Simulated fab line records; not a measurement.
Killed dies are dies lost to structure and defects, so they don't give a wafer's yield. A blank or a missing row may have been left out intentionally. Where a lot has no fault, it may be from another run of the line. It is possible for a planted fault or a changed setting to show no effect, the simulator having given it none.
fab line records	flow n5_finfet
[record] lots = 9	wafers = 27	last_day = 22
route steps=1938 shown WELL_APT@48 PMOS_HMC_CHANNEL_EPI@71 BEOL_M4@1111
lots that met no fault: taken from a fault-free run of the same line
start_h: hours from the record's opening day to when the first of the lot's shown wafers began	wait_h: hours since the lot's step before	" same as the row above	L1.1+2: several wafers, shown together as one row	- no value, or no start given	* or withheld: withheld	< > ~ a bound
route shown NAME@n: names a module that has steps shown in the file, with the first one's number in the route	usual: mean and standard deviation over wafers with no fault	same: alike in all rows	chamber/n: place in a boat	sites: the reading at each site	_std_site: their standard deviation	_edge_site: inner sites' mean taken away from outer sites' mean	radius_mm: for every site, how far away it sits from the centre of the wafer	mask NAME#n: copy n	behind: the last tool/chamber to shape the wafer	hold: reason for holding the lot/hours on hold/outcome of the hold	device: names the non-switching transistor (n, p or np)	end of line: tests run on the same wafers once the route is complete	a step with no rows: only its recipe	killed: dies that structure and defects cost at the first sort, which is not the same as the wafer's yield	map: per-die view of a wafer (x killed, . not killed, _ where there is no die)
set.NAME: the setting that was run; set.NAME@STEP: the one run at that earlier step	model.NAME: the simulator's own value behind a step, which no gauge read
a sample of lots followed through the steps of the route, with each step as a table and each wafer as a row
services: from which hour (start_h, from the record's first day; less than 0 if before it) a tool's chamber was out of use, for how many hours, and why
[[steps]]
[step N5_WELL_APT_IMPLANT_32]
[recipe] species = BF2	energy_kev = 50	dose_cm2 = 2e+13	tilt_deg = 0	rotation_deg = 0
[usual] beam_energy_keV = 49.998/0.014	rotation_deg = -0.002/0.021
lot.wafer	tool	chamber	start_h	wait_h	beam_energy_keV	rotation_deg
L659.2	implanter-02	0	21.40	0.1	49.996	0.039
L659.4	"	0	"	"	49.978	0.025
L659.5	"	0	"	"	50.002	0.047
L660.4	implanter-02	0	27.73	0.1	49.977	0.022
L660.5	"	0	"	"	49.999	0.027
L660.6	"	0	"	"	49.988	0.002
L662.4	implanter-02	0	39.41	0.1	49.981	0.000
L662.5	"	0	"	"	49.979	0.043
L662.6	"	0	"	"	50.007	0.002
L666.1	implanter-02	0	63.24	0.1	50.001	-0.018
L666.3	"	0	"	"	49.998	-0.033
L666.6	"	0	"	"	50.033	-0.022
L669.1	implanter-01	0	81.66	0.1	50.002	-0.008
L669.2	"	0	"	"	50.023	-0.016
L669.6	"	0	"	"	50.012	0.001
L676.1	implanter-02	0	123.55	0.1	72.347	-0.027
L676.2	"	0	"	"	72.322	-0.026
L676.5	"	0	"	"	72.324	-0.021
L678.1	implanter-02	0	135.78	0.1	72.315	-0.032
L678.5	"	0	"	"	72.318	0.008
L678.6	"	0	"	"	72.315	-0.028
L679.4	implanter-01	0	141.45	0.1	50.003	0.018
L679.5	"	0	"	"	50.012	0.007
L679.6	"	0	"	"	49.956	0.013
L681.3	implanter-01	0	153.61	0.1	50.003	-0.027
L681.4	"	0	"	"	50.005	-0.034
L681.5	"	0	"	"	49.985	-0.007
[step N5_WELL_APT_EPI_41]
[recipe] material = Si	target_thk_a = 500	temp_c = 650	precursor = SiH4/H2	pressure_torr = 20	time_s = 297.7
[usual] lamp_inner_pct = 13.9/2.4	susceptor_temp_C_max = 651.6/0.57	throttle_valve_pct = 11.3/0.34
lot.wafer	tool	chamber	start_h	wait_h	lamp_inner_pct	susceptor_temp_C_max	throttle_valve_pct
L659.2	epi_rpcvd-03	0	22.53	0.2	16.4	651.4	11.2
L659.4	"	0	"	"	16.5	651.2	11.2
L659.5	"	0	"	"	16.2	651.6	11.1
L660.4	epi_rpcvd-04	0	28.76	0.4	14.2	651.7	10.9
L660.5	"	0	"	"	14.1	651.4	10.8
L660.6	"	0	"	"	14.0	651.3	10.9
L662.4	epi_rpcvd-04	0	40.51	0.4	14.1	651.4	11.0
L662.5	"	0	"	"	13.9	651.8	11.1
L662.6	"	0	"	"	14.1	651.4	11.0
L666.1	epi_rpcvd-03	0	64.11	0.0	16.3	650.8	11.5
L666.3	"	0	"	"	16.5	650.4	11.0
L666.6	"	0	"	"	16.5	651.2	11.2
L669.1	epi_rpcvd-03	0	82.49	0.0	16.4	650.8	11.4
L669.2	"	0	"	"	16.3	650.8	11.1
L669.6	"	0	"	"	16.1	651.1	11.1
L676.1	epi_rpcvd-03	0	124.29	0.0	16.3	650.8	11.4
L676.2	"	0	"	"	16.7	651.2	11.1
L676.5	"	0	"	"	16.5	650.8	11.2
L678.1	epi_rpcvd-03	0	136.70	0.0	16.2	651.5	11.2
L678.5	"	0	"	"	16.5	651.2	11.1
L678.6	"	0	"	"	16.2	651.5	11.1
L679.4	epi_rpcvd-02	0	142.38	0.3	11.0	651.7	11.6
L679.5	"	0	"	"	10.9	651.3	11.7
L679.6	"	0	"	"	10.9	652.0	11.9
L681.3	epi_rpcvd-03	0	154.59	0.3	16.6	651.5	11.2
L681.4	"	0	"	"	16.3	651.2	11.2
L681.5	"	0	"	"	16.4	651.5	10.9
[step N5_PMOS_HMC_CHANNEL_EPI_STRIP_33]
[recipe] chemistry = N2/H2	power_w = 500	temp_c = 40	pressure_mtorr = 50	rf_frequency_hz = 6e+07	overash_fraction = 0.3	bias_power_w = 8	h2_frac = 0.5	n2_flow_sccm = 300	h2_flow_sccm = 300
[usual] drypump_motor_current_A = 5.9/0.38	oes_product_au = 0.80/0.092	rf_vpp_V = 54.5/1.6	showerhead_plenum_p_Torr = 3.36/0.1	throttle_valve_pct = 18.9/0.32
lot.wafer	tool	chamber	start_h	wait_h	drypump_motor_current_A	oes_product_au	rf_hours_counter_h	rf_vpp_V	showerhead_plenum_p_Torr	throttle_valve_pct
L659.2	rie_diel-06	0	23.89	0.0	6.5	0.80	98	53.9	3.52	19.1
L659.4	"	3	"	"	5.8	0.71	187	52.7	3.21	18.7
L659.5	"	3	"	"	5.8	0.72	-	53.0	3.21	18.7
L660.4	rie_diel-01	2	29.73	0.0	5.7	0.89	24	54.6	3.43	19.1
L660.5	"	1	"	"	5.7	0.74	-	53.6	3.21	19.5
L660.6	"	0	"	"	5.4	0.70	-	53.8	3.32	19.2
L662.4	rie_diel-03	2	41.56	0.0	5.9	0.93	-	54.9	3.44	18.9
L662.5	"	1	"	"	5.2	0.74	-	55.5	3.48	18.8
L662.6	"	3	"	"	6.2	0.88	-	55.0	3.27	18.3
L666.1	rie_diel-06	3	66.09	0.0	5.8	0.71	199	53.4	3.20	18.7
L666.3	"	0	"	"	6.5	0.81	110	55.3	3.51	19.1
L666.6	"	0	"	"	6.5	0.79	-	54.7	3.51	19.1
L669.1	rie_diel-06	1	83.99	0.0	6.3	0.66	238	53.0	3.32	19.2
L669.2	"	0	"	"	6.5	0.80	115	56.3	3.51	19.1
L669.6	"	3	"	"	5.8	0.70	-	53.6	3.20	18.7
L676.1	rie_diel-01	3	125.79	0.0	6.1	0.96	8	55.4	3.44	18.6
L676.2	"	0	"	"	5.4	0.69	249	55.6	3.31	19.2
L676.5	"	2	"	"	5.7	0.84	-	54.6	3.41	19.2
L678.1	rie_diel-01	2	138.00	0.0	5.7	0.85	61	55.3	3.41	19.2
L678.5	"	1	"	"	5.7	0.72	-	56.7	3.19	19.5
L678.6	"	3	"	"	6.1	0.93	-	52.9	3.44	18.7
L679.4	rie_diel-06	2	143.29	0.0	5.6	0.80	96	53.4	3.39	18.5
L679.5	"	1	"	"	6.3	0.99	-	57.2	3.31	18.8
L679.6	"	0	"	"	6.5	0.78	-	55.1	3.50	19.2
L681.3	rie_diel-03	2	155.82	0.0	5.9	0.86	45	55.5	3.42	18.9
L681.4	"	3	"	"	6.2	0.82	87	56.1	3.25	18.4
L681.5	"	2	"	"	5.9	0.84	-	53.3	3.42	19.0
[step N5_PMOS_HMC_CHANNEL_EPI_CMP_21]
[recipe] material = SiGe30	post_cmp_clean = alkaline_brush	target_thk_nm = 54
[usual] motor_current_A = 12.2/1.1
lot.wafer	tool	chamber	start_h	wait_h	motor_current_A
L659.2	cmp-04	1	25.80	0.1	13.7
L659.4	"	2	"	"	12.3
L659.5	"	0	"	"	12.1
L660.4	cmp-03	1	31.81	0.2	12.3
L660.5	"	2	"	"	10.7
L660.6	"	3	"	"	12.9
L662.4	cmp-04	2	43.81	0.1	11.7
L662.5	"	1	"	"	14.3
L662.6	"	2	"	"	11.2
L666.3	cmp-02	1	68.52	0.2	13.5
L666.1	"	3	"	"	10.2
L666.6	"	1	"	"	12.4
L669.1	cmp-03	3	86.28	0.1	12.2
L669.2	"	1	"	"	12.9
L669.6	"	2	"	"	11.0
L676.1	cmp-03	0	128.06	0.0	12.3
L676.2	"	3	"	"	12.6
L676.5	"	0	"	"	11.4
L678.1	cmp-03	0	139.91	0.1	11.0
L678.6	"	3	"	"	13.5
L678.5	"	0	"	"	11.5
L679.4	cmp-02	1	145.60	0.1	11.8
L679.5	"	3	"	"	10.2
L679.6	"	0	"	"	11.8
L681.4	cmp-03	1	157.71	0.1	12.3
L681.3	"	3	"	"	12.5
L681.5	"	1	"	"	12.8
[step N5_BEOL_M4_RC_MEAS_101]
[usual] CJ_N = 4.34/0.095	DIBL_N = 36.3/1.1	DIBL_P = 36.3/1.4	IOFF_N = 0.155/0.019	IOFF_P = 0.211/0.027	ION_N = 672/8.5	ION_P = 462/5.8	RS_PWELL = 3008/26	SS_N = 71.5/0.56	SS_P = 73.3/0.52	VT_N = 249.9/2.5	VT_P = -249.8/2.8
lot.wafer	tool	chamber	start_h	wait_h	CJ_N	DIBL_N[mV/V]	DIBL_P[mV/V]	IOFF_N[nA/um]	IOFF_P[nA/um]	ION_N[uA/um]	ION_P[uA/um]	RS_PWELL[ohm/sq]	SS_N[mV/dec]	SS_P[mV/dec]	VT_N[mV]	VT_P[mV]
L659.2	prober-01	0	210.19	0.2	4.28	37.5	38.2	0.185	0.238	676	460	3013	71.3	74.3	247.9	-248.6
L659.4	"	0	"	"	4.31	37.8	39.5	0.200	0.248	675	459	3025	73.1	74.2	245.3	-248.1
L659.5	"	0	"	"	4.38	35.0	35.7	0.143	0.190	670	463	3004	71.3	73.0	250.0	-251.1
L660.4	prober-01	0	228.86	0.5	4.09	35.6	36.9	0.152	0.178	669	451	2987	71.1	73.6	248.7	-253.7
L660.5	"	0	"	"	4.25	34.9	35.4	0.134	0.170	670	456	3005	71.3	73.3	249.2	-252.4
L660.6	"	0	"	"	4.22	35.7	35.9	0.153	0.178	671	455	2987	72.0	73.3	251.5	-253.4
L662.4	prober-01	0	238.37	0.5	4.31	37.2	37.1	0.172	0.244	676	472	3024	71.9	73.9	248.4	-244.4
L662.5	"	0	"	"	4.29	36.5	36.6	0.161	0.243	672	467	3065	71.8	73.0	247.0	-247.3
L662.6	"	0	"	"	4.31	35.9	35.2	0.140	0.227	669	469	3023	71.0	72.7	252.1	-248.4
L669.1	prober-01	0	324.10	0.0	4.39	37.2	36.9	0.151	0.183	670	455	2995	71.2	73.8	251.3	-253.2
L669.2	"	0	"	"	4.45	38.5	38.1	0.178	0.206	664	452	2986	72.3	73.0	250.4	-249.8
L669.6	"	0	"	"	4.29	36.4	36.1	0.139	0.181	658	447	2966	71.2	73.0	253.2	-252.0
L681.3	prober-02	0	364.69	0.3	4.35	37.2	36.6	0.171	0.241	678	467	3025	72.2	73.7	251.6	-246.2
L681.4	"	0	"	"	4.45	38.7	36.8	0.196	0.250	671	461	3025	72.8	73.2	246.3	-246.9
L681.5	"	0	"	"	4.32	37.2	35.6	0.161	0.223	674	464	3033	71.9	73.3	247.5	-249.5
L679.4	prober-01	0	368.66	0.5	4.18	34.9	37.6	0.168	0.241	668	470	2974	70.4	73.3	247.3	-247.3
L679.5	"	0	"	"	4.18	34.3	36.8	0.150	0.235	673	472	3003	71.7	73.1	249.5	-244.4
L679.6	"	0	"	"	4.25	34.9	36.6	0.157	0.232	665	465	2973	71.8	72.6	251.7	-248.7
L676.1	prober-02	0	385.35	0.0	3.24	40.1	37.3	0.234	0.236	683	462	2698	72.7	73.9	244.9	-248.3
L676.2	"	0	"	"	3.23	38.9	35.8	0.188	0.206	685	465	2678	72.5	73.1	251.5	-249.6
L676.5	"	0	"	"	3.25	38.6	35.6	0.191	0.204	674	457	2714	72.8	73.6	249.5	-249.6
L678.1	prober-02	0	390.06	0.0	3.19	37.7	36.4	0.179	0.210	680	466	2695	72.3	72.9	249.1	-250.0
L678.5	"	0	"	"	3.14	40.7	40.9	0.252	0.301	704	479	2680	72.8	74.0	242.0	-244.8
L678.6	"	0	"	"	3.19	38.3	37.2	0.202	0.236	682	471	2693	71.9	73.1	245.3	-247.0
L666.1	prober-02	0	399.64	0.0	4.45	35.6	35.6	0.134	0.184	670	460	2993	71.4	73.3	250.1	-253.3
L666.3	"	0	"	"	4.33	35.7	36.2	0.138	0.190	664	463	3015	71.3	72.7	251.8	-253.4
L666.6	"	0	"	"	4.38	36.2	36.6	0.144	0.195	668	461	2999	71.4	73.2	250.7	-251.7
[[services]]
tool	chamber	start_h	hours	kind
cmp-02	-	3.12	4.0	pm
rie_diel-01	-	4.79	1.1	repair
rie_diel-01	2	8.88	3.9	repair
rie_diel-06	2	9.99	2.7	repair
rie_diel-06	3	11.85	5.5	repair
rie_diel-03	-	13.18	14.6	pm
rie_diel-06	-	25.45	0.3	repair
rie_diel-01	1	48.99	5.8	repair
cmp-03	-	56.19	4.0	pm
cmp-03	-	60.19	-	consumable_replace:conditioner
cmp-03	-	60.19	-	consumable_replace:pad
implanter-01	-	60.78	0.6	repair
epi_rpcvd-04	-	65.16	6.0	pm
cmp-04	-	66.87	3.8	pm
epi_rpcvd-04	-	72.40	1.5	repair
rie_diel-03	-	82.64	0.7	repair
implanter-02	-	87.96	7.6	repair
rie_diel-03	3	106.94	1.8	repair
cmp-04	-	116.21	6.9	pm
rie_diel-03	0	125.34	6.0	repair
implanter-02	-	131.68	3.4	pm
epi_rpcvd-04	-	132.34	1.8	repair
implanter-02	-	139.94	3.0	repair
rie_diel-01	2	154.65	6.9	repair
[[key]]
[first_sign] step = N5_WELL_APT_IMPLANT_32	reading = beam_energy_keV	direction = up	sigmas = 99+	usual = 49.998	struck = 72.323
[effect] step = N5_BEOL_M4_RC_MEAS_101	reading = RS_PWELL	direction = down	sigmas = 12	usual = 3008	struck = 2693
[effect] step = N5_BEOL_M4_RC_MEAS_101	reading = CJ_N	direction = down	sigmas = 12	usual = 4.34	struck = 3.21
[effect] step = N5_BEOL_M4_RC_MEAS_101	reading = IOFF_N	direction = up	sigmas = 2.7	usual = 0.155	struck = 0.208	wafers_moved = 2
[effect] step = N5_BEOL_M4_RC_MEAS_101	reading = DIBL_N	direction = up	sigmas = 2.4	usual = 36.3	struck = 39.1
[effect] step = N5_BEOL_M4_RC_MEAS_101	reading = SS_N	direction = up	sigmas = 1.8	usual = 71.5	struck = 72.5	wafers_moved = 2
met_at N5_WELL_APT_IMPLANT_32
struck_lots L676,L678
not_acting_at N5_WELL_APT_EPI_41,N5_PMOS_HMC_CHANNEL_EPI_STRIP_33,N5_PMOS_HMC_CHANNEL_EPI_CMP_21
onset_between 63.24 123.55
[fault] kind = process_parameter_drift	tool = implanter-02	chamber = -	onset_h = 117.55	steps = N5_WELL_APT_IMPLANT_32	channel = energy_kev	offset = 22.32	shape = step	end_h = 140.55	acts_in = these_recipes_only	stated = 50
